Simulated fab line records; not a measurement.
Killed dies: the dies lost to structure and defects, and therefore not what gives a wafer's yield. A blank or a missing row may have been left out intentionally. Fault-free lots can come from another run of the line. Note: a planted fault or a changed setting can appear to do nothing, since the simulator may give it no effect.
Matching of chambers    flow n5_finfet    3 sister chambers for N5_BEOL_M0_SAQP_PECVD_00 on pecvd-04
The step deposits SiCN from 3MS/NH3, target thk 8 nm, time 14 s. 3 wafers are shown with their chamber, then 9 later ones without.

== WAFERS, EACH WITH ITS CHAMBER ==
wafer   chamber  throttle_valve_pct (%)
L089.6  1        8.8
L090.4  0        9.2
L090.5  2        8.6

== WAFERS WHOSE CHAMBER IS MISSING ==
wafer   throttle_valve_pct (%)
L094.1  8.6
L094.2  9.5
L094.5  9.5
L095.2  9.2
L095.5  9.4
L095.6  8.7
L096.2  9.2
L096.4  9.5
L096.5  9.0

== CHAMBER TAKEN BY EACH ==
wafer   from the rows above           in truth
L094.1  can't be placed: 2 or 1       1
L094.2  can't be placed: 0 or 1       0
L094.5  can't be placed: 0 or 1       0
L095.2  can't be placed: 0 or 1       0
L095.5  can't be placed: 0 or 1       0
L095.6  can't be placed: 2 or 1 or 0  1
L096.2  can't be placed: 0 or 1       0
L096.4  can't be placed: 0 or 1       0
L096.5  can't be placed: 0 or 1 or 2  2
Placed correctly: 0 of 9. Cannot be placed on the basis of these rows: 9; the candidates contain the true chamber in 9. 0 placed wrongly.
How it was worked out, from the rows above alone: a wafer's distance from a chamber is the root of the sum, over the readings, of the square of ((its reading less the chamber's mean) divided by the reading's scatter). If the next closest chamber is less than 2 further off than the closest, the wafer can't be placed; otherwise it belongs to the closest. The mean given for a chamber averages the wafers shown for that chamber. The scatter (one wafer shown for each chamber): square how far every hidden wafer sits from the nearest shown wafer, average those squares and take the square root.
